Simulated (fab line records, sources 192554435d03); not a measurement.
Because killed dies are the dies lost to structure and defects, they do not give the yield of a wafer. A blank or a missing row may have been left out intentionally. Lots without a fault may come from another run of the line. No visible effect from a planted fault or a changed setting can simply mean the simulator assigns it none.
Lot-split experiment	flow n5-finfet	39 wafers read across 7 lots, on a route 1938 steps long

THE SPLIT
At N5_ZERO_LAYER_ETCH_18 (etches Si in HBr/Cl2, target depth 120 nm, time 40 s), the setting target-depth-a was moved away from the recipe's 1200 angstrom on 18 of the 39 wafers read, by -38.9% to +58.0%. For the rest of the wafers, this setting stayed at what the recipe calls for.

The reading is taken at the split's own step.

THE READING
coat_of_ZERO_LAYER_COAT_05.thk-nm (the simulator's own value, which no gauge read), in nm, at N5_ZERO_LAYER_ETCH_18 (etches Si in HBr/Cl2, target depth 120 nm, time 40 s). The file gives no usual value for it. Average 932.5 nm, standard deviation 2.5 nm, over the 21 wafers here run with the recipe.

wafer	tool, chamber at the split	target-depth-a as run, angstrom	against the recipe	coat_of_ZERO_LAYER_COAT_05.thk-nm, nm	against lot-mates on the recipe
L076.1	rie-si-06, 1	972.8	-18.9%	939.9	+5.8
L076.2	rie-si-06, 3	972.8	-18.9%	941.6	+7.5
L076.3	rie-si-06, 0	1200	recipe	933.6	-
L076.4	rie-si-06, 2	1200	recipe	931.4	-
L076.5	rie-si-06, 2	972.8	-18.9%	938.1	+4.0
L076.6	rie-si-06, 3	1200	recipe	937.3	-
L077.1	rie-si-06, 2	1543	+28.6%	919.9	-14.4
L077.2	rie-si-06, 0	1200	recipe	934	-
L077.3	rie-si-06, 3	1200	recipe	933.9	-
L077.4	rie-si-06, 1	1200	recipe	934.9	-
L077.5	rie-si-06, 0	1543	+28.6%	922.8	-11.5
L077.6	rie-si-06, 3	1543	+28.6%	923.1	-11.2
L078.1	rie-si-01, 1	1200	recipe	925.6	-
L078.2	rie-si-01, 2	1200	recipe	930.6	-
L078.3	rie-si-01, 0	961.3	-19.9%	938.9	+10.2
L078.4	rie-si-01, 3	961.3	-19.9%	938.9	+10.2
L078.5	rie-si-01, 3	961.3	-19.9%	937.8	+9.1
L078.6	rie-si-01, 0	1200	recipe	929.8	-
L086.2	rie-si-06, 0	1200	recipe	934.9	-
L086.3	rie-si-06, 2	1200	recipe	933.6	-
L086.4	rie-si-06, 1	1200	recipe	933.1	-
L087.1	rie-si-06, 3	1896	+58.0%	911.5	-20.4
L087.2	rie-si-06, 2	1200	recipe	929.9	-
L087.3	rie-si-06, 1	1200	recipe	931	-
L087.4	rie-si-06, 0	1896	+58.0%	909.2	-22.7
L087.5	rie-si-06, 3	1200	recipe	934.9	-
L087.6	rie-si-06, 0	1896	+58.0%	908.9	-23.0
L090.1	rie-si-06, 1	1200	recipe	932.2	-
L090.2	rie-si-06, 3	733.7	-38.9%	947.1	+14.1
L090.3	rie-si-06, 0	1200	recipe	935.2	-
L090.4	rie-si-06, 2	1200	recipe	931.5	-
L090.5	rie-si-06, 2	733.7	-38.9%	945.5	+12.5
L090.6	rie-si-06, 3	733.7	-38.9%	948.3	+15.3
L095.1	rie-si-04, 2	1425	+18.8%	927.9	-3.8
L095.2	rie-si-04, 3	1200	recipe	931.7	-
L095.3	rie-si-04, 1	1200	recipe	933.5	-
L095.4	rie-si-04, 0	1425	+18.8%	926.9	-4.8
L095.5	rie-si-04, 2	1425	+18.8%	926	-5.7
L095.6	rie-si-04, 3	1200	recipe	929.8	-

THE FIT
A straight line over all 39 wafers: coat_of_ZERO_LAYER_COAT_05.thk-nm changes by -0.374 nm for each +1% of target-depth-a; r = -0.97; the points scatter about the line by 2.2 nm.
The same after taking each lot's own level away (the mean of its wafers on the recipe; 39 wafers): -0.379 nm for each +1%; r = -0.98; scatter 1.9 nm.
The reading moves by 22 nm for the largest change in target-depth-a, on that fit.
From 928.67 to 934.27 nm: that is the span of the lots' own levels, equal to 2.2 times the standard deviation above.
Hence the lot-to-lot level has little effect on the slope; both slopes agree.
Check: for one of the wafers moved furthest among these (+58.0%), held out of the fit, the line's prediction against its lot-mates is -22.2 nm. Against them it came out at -20.4 nm.

THE WHOLE CHAIN: every reading that the file lists as answering this split, in the file's order
step	what it does	reading	change (the file's fit)	r (the file's)
N5_ZERO_LAYER_ETCH_18	etches Si in HBr/Cl2, target depth 120 nm, time 40 s	ZERO_LAYER.feature-depth-nm (the simulator's own value, which no gauge read)	+1.17 nm for each +1% of the setting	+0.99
N5_ZERO_LAYER_ETCH_18	etches Si in HBr/Cl2, target depth 120 nm, time 40 s	etch.depth-nm (the simulator's own value, which no gauge read)	+1.17 nm for each +1% of the setting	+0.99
N5_ZERO_LAYER_ETCH_18	etches Si in HBr/Cl2, target depth 120 nm, time 40 s	coat_of_ZERO_LAYER_COAT_05.thk-nm (the simulator's own value, which no gauge read)	-0.379 nm for each +1% of the setting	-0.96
N5_ZERO_LAYER_STRIP_24	strips in O2	strip-time-to-endpoint-s	withheld for each +1% of the setting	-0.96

FILE'S OWN FIT
coat_of_ZERO_LAYER_COAT_05.thk-nm changes by -0.379 nm for each +1% of target-depth-a, r = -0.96.
